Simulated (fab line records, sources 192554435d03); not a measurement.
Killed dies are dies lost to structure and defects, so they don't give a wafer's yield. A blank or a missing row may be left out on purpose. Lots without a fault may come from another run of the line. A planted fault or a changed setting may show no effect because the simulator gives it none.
One fault seen from 2 desks | flow n5_finfet | each desk has only its own numbers; what lay behind them comes last

THE TOOL OWNER'S DESK: rie_diel-03
The tool's own readings at N5_DUMMY_REMOVAL_STRIP_10 (strips in N2/H2, time 40 s): means of the sampled wafers that have a number, for each lot that ran on this tool. A lot is out of limits, marked OUT, if its mean lies more than 4 standard deviations from the usual mean; the brackets give that distance.
Columns: A = drypump_motor_current_A at N5_DUMMY_REMOVAL_STRIP_10, usual 5.6 A; B = oes_product_au at N5_DUMMY_REMOVAL_STRIP_10, usual 0.80 a.u.; C = rf_vpp_V at N5_DUMMY_REMOVAL_STRIP_10, usual 45.4 V; D = showerhead_plenum_p_Torr at N5_DUMMY_REMOVAL_STRIP_10, usual 3.38 Torr; E = temp_c at N5_DUMMY_REMOVAL_STRIP_10, usual 39.98 C; F = throttle_valve_pct at N5_DUMMY_REMOVAL_STRIP_10, usual 12.17 %
lot  | first seen here | A   | B    | C    | D    | E     | F
L573 | day 3 21:59     | 6.2 | 0.92 | 45.3 | 3.46 | 39.98 | 12.11
L574 | day 4 09:55     | 5.2 | 0.71 | 46.2 | 3.49 | 39.89 | 12.34
L578 | day 5 04:41     | 5.6 | 0.75 | 45.5 | 3.45 | 40.02 | 12.28
L584 | day 6 16:26     | 5.6 | 0.74 | 45.9 | 3.45 | 40.08 | 12.30
L591 | day 8 08:58     | 5.8 | 0.80 | 45.2 | 3.45 | 40.09 | 12.30
This desk's finding: nothing out of limits on any of the 5 lots.

THE DEFECT DESK
What the inspections along the route counted, lot by lot: means of the sampled wafers that have a number. A lot is out of limits, marked OUT, if its mean lies more than 4 standard deviations from the usual mean; the brackets give that distance.
Columns: A = raw_defect_count at N5_DUMMY_REMOVAL_INSPECT_06, usual 11
lot  | first seen here | A
L573 | day 3 22:09     | 17
L574 | day 4 10:05     | 9
L577 | day 4 21:22     | 16
L578 | day 5 04:51     | 9
L581 | day 5 21:36     | 18
L584 | day 6 16:35     | 15
L587 | day 7 09:17     | 10
L588 | day 7 18:20     | 13
L591 | day 8 09:08     | 217 (+45) OUT
L595 | day 9 14:02     | 11
This desk's finding: out of limits on L591; first on L591, day 8 09:08 (raw_defect_count at N5_DUMMY_REMOVAL_INSPECT_06). In limits: L573, L574, L577, L578, L581, L584, L587, L588, L595.

PUT TOGETHER
The defect desk could have raised an alarm at day 8 09:08, on L591.
The tool owner's desk saw nothing out of limits.
The tool owner's desk has L591 on record, within its limits.
Of the lots named, all ran N5_DUMMY_REMOVAL_STRIP_10 on rie_diel-03.

WHAT THE SIMULATOR HAD PUT IN
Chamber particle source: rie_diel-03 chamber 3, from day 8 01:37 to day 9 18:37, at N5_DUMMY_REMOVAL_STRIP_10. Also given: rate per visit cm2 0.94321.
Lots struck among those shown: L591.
Hours from the fault's start to each desk's first reading out of limits: the defect desk, 8.
